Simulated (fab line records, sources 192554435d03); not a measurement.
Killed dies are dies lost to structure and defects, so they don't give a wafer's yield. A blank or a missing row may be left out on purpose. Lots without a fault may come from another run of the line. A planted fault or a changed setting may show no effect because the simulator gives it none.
Chamber matching | flow n5_finfet | N5_BEOL_M0_SAQP_STRIP_108 on rie_diel-03: 4 sister chambers
The step strips in N2/H2. 22 wafers are shown with their chamber, then 11 later ones without.

WAFERS WITH THEIR CHAMBER
wafer  | chamber | throttle_valve_pct (%) | showerhead_plenum_p_Torr (Torr) | drypump_motor_current_A (A)
L074.1 | 2       | 19.1                   | 3.19                            | 5.3
L074.3 | 1       | 19.5                   | 3.47                            | 6.1
L074.5 | 0       | 18.5                   | 3.30                            | 4.8
L075.2 | 1       | 19.5                   | 3.46                            | 6.0
L075.3 | 0       | 18.4                   | 3.29                            | 4.7
L075.6 | 1       | 19.5                   | 3.46                            | 6.0
L077.2 | 1       | 19.5                   | 3.46                            | 6.1
L077.5 | 1       | 19.5                   | 3.46                            | 6.0
L077.6 | 2       | 19.1                   | 3.18                            | 5.3
L078.1 | 1       | 19.5                   | 3.46                            | 6.1
L078.4 | 3       | 18.5                   | 3.59                            | 5.5
L078.6 | 2       | 19.1                   | 3.18                            | 5.3
L080.1 | 2       | 19.1                   | 3.18                            | 5.3
L080.3 | 0       | 18.5                   | 3.29                            | 4.7
L080.5 | 0       | 18.5                   | 3.29                            | 4.8
L083.3 | 3       | 18.5                   | 3.58                            | 5.5
L083.4 | 2       | 19.1                   | 3.18                            | 5.4
L083.5 | 3       | 18.5                   | 3.58                            | 5.5
L084.2 | 2       | 19.1                   | 3.18                            | 5.4
L084.4 | 0       | 18.5                   | 3.29                            | 4.8
L084.5 | 1       | 19.5                   | 3.46                            | 6.0
L085.2 | 1       | 19.5                   | 3.46                            | 6.1

SIGNATURES (means of the wafers above)
reading                  | chamber 0 | chamber 1 | chamber 2 | chamber 3 | scatter within a chamber
throttle_valve_pct       | 18.480    | 19.500    | 19.100    | 18.500    | 0.0211
showerhead_plenum_p_Torr | 3.2920    | 3.4613    | 3.1817    | 3.5833    | 0.0042
drypump_motor_current_A  | 4.760     | 6.050     | 5.333     | 5.500     | 0.0502
Rule: a wafer's distance from a chamber is the root of the sum, over the readings, of the square of ((its reading less the chamber's mean) divided by the reading's scatter). The wafer belongs to the nearest chamber; if the next one is less than 2 further off, it can't be placed. The scatter: the root of (the sum of the squares of (reading less its chamber's mean) over the shown wafers, divided by (wafers less chambers)).

WAFERS WITHOUT THEIR CHAMBER
wafer  | throttle_valve_pct (%) | showerhead_plenum_p_Torr (Torr) | drypump_motor_current_A (A)
L085.3 | 18.5                   | 3.58                            | 5.5
L085.4 | 19.1                   | 3.18                            | 5.3
L087.1 | 19.1                   | 3.18                            | 5.3
L087.4 | 18.5                   | 3.28                            | 4.8
L087.6 | 18.6                   | 3.58                            | 5.5
L089.2 | 19.6                   | 3.45                            | 6.0
L089.3 | 18.5                   | 3.28                            | 4.7
L089.5 | 19.6                   | 3.45                            | 6.0
L097.1 | 18.5                   | 3.27                            | 4.8
L097.2 | 18.8                   | 3.57                            | 5.3
L097.5 | 18.7                   | 3.57                            | 5.3

WHICH CHAMBER EACH WENT THROUGH
wafer  | from the rows above | in truth
L085.3 | 3                   | 3
L085.4 | 2                   | 2
L087.1 | 2                   | 2
L087.4 | 0                   | 0
L087.6 | 3                   | 3
L089.2 | 1                   | 1
L089.3 | 0                   | 0
L089.5 | 1                   | 1
L097.1 | 0                   | 0
L097.2 | 3                   | 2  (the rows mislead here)
L097.5 | 3                   | 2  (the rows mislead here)
Placed correctly: 9 of 11. Can't be placed from these rows: 0. Placed wrongly: 2.
